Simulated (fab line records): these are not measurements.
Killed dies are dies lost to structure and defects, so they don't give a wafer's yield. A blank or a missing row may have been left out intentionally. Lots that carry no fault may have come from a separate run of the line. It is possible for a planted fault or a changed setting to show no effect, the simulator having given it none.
Matching of chambers	flow n5 finfet	ald metal-02 running N5_HKMG_FIN_PWFM_ALD_03: 4 sister chambers
The step deposits TiN, target thk 2 nm, pulse time 1 s, purge time 3 s. 8 wafers are shown with their chamber, then 9 later ones without.

## EACH WAFER AND ITS CHAMBER
wafer	chamber	heater power w (W)	precursor pulse height rel
L074.3	3	855	1.029
L085.2	3	876	1.011
L090.1	2	928	1.028
L090.4	1	879	1.027
L090.5	0	1020	1.037
L092.1	2	922	0.970
L092.2	0	1065	1.015
L092.3	1	865	1.008

## WAFERS WHOSE CHAMBER IS MISSING
wafer	heater power w (W)	precursor pulse height rel
L092.4	867	0.970
L092.5	1078	0.972
L092.6	833	1.009
L094.1	893	1.014
L094.2	856	1.001
L094.4	947	1.013
L097.2	1055	0.996
L097.4	856	1.013
L097.6	1071	0.989

## CHAMBER TAKEN BY EACH
wafer	from the rows above	in truth
L092.4	can't be placed: 1 or 3 or 2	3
L092.5	0	0
L092.6	can't be placed: 3 or 1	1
L094.1	can't be placed: 1 or 3 or 2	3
L094.2	can't be placed: 3 or 1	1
L094.4	2	2
L097.2	0	0
L097.4	can't be placed: 3 or 1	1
L097.6	0	0
Correctly placed: 4 of 9. Not placeable from these rows: 5 (in 5, the candidates include the true chamber). Placed wrongly: 0.
How it was worked out, from the rows above alone: a wafer's distance from a chamber is the root of the sum, over the readings, of the square of ((its reading less the chamber's mean) divided by the reading's scatter). The wafer belongs to the nearest chamber; if the next one is less than 2 further off, it can't be placed. Each chamber's mean is taken over the wafers shown for it. The scatter: take each reading less its chamber's mean, square it, sum over the shown wafers, divide by the number of wafers less the number of chambers, and take the root.
